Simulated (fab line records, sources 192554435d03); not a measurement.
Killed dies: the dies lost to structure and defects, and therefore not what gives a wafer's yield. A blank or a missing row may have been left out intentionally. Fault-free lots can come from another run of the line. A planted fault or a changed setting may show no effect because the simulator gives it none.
Chamber matching || flow n5_finfet || rie_diel-05 running N5_BEOL_M9_ETCH_76: 4 sister chambers
The step etches underlayer in N2/H2, target depth 6.5 nm, time 5.2 s. 4 wafers are shown with their chamber, then 9 later ones without.

== WAFERS WITH THEIR CHAMBER ==
{"wafer": "L078.2", "chamber": 1, "drypump_motor_current_A (A)": 6.3}
{"wafer": "L088.2", "chamber": 0, "drypump_motor_current_A (A)": 6.1}
{"wafer": "L087.3", "chamber": 3, "drypump_motor_current_A (A)": 6.2}
{"wafer": "L087.5", "chamber": 2, "drypump_motor_current_A (A)": 5.3}

== WAFERS WITHOUT THEIR CHAMBER ==
{"wafer": "L090.2", "drypump_motor_current_A (A)": 6.1}
{"wafer": "L090.3", "drypump_motor_current_A (A)": 5.3}
{"wafer": "L090.4", "drypump_motor_current_A (A)": 6.2}
{"wafer": "L096.1", "drypump_motor_current_A (A)": 6.1}
{"wafer": "L096.2", "drypump_motor_current_A (A)": 6.0}
{"wafer": "L096.6", "drypump_motor_current_A (A)": 5.3}
{"wafer": "L097.1", "drypump_motor_current_A (A)": 6.3}
{"wafer": "L097.3", "drypump_motor_current_A (A)": 6.1}
{"wafer": "L097.5", "drypump_motor_current_A (A)": 6.3}

== WHICH CHAMBER EACH ONE RAN IN ==
{"wafer": "L090.2", "from the rows above": 0, "in truth": 0}
{"wafer": "L090.3", "from the rows above": 2, "in truth": 2}
{"wafer": "L090.4", "from the rows above": 3, "in truth": 3}
{"wafer": "L096.1", "from the rows above": 0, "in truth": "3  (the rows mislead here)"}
{"wafer": "L096.2", "from the rows above": 0, "in truth": 0}
{"wafer": "L096.6", "from the rows above": 2, "in truth": 2}
{"wafer": "L097.1", "from the rows above": 1, "in truth": 1}
{"wafer": "L097.3", "from the rows above": 0, "in truth": 0}
{"wafer": "L097.5", "from the rows above": 1, "in truth": 1}
Correct placement for 8 of the 9. Left unplaced by these rows: 0. Wrongly placed: 1.
How it was worked out, from the rows above alone: a wafer's distance from a chamber is the root of the sum, over the readings, of the square of ((its reading less the chamber's mean) divided by the reading's scatter). If the next closest chamber is less than 2 further off than the closest, the wafer can't be placed; otherwise it belongs to the closest. For every chamber, the mean is computed from those of its wafers that are shown. The scatter: root of mean squared gap, hidden wafer to nearest shown wafer, with one shown wafer a chamber.
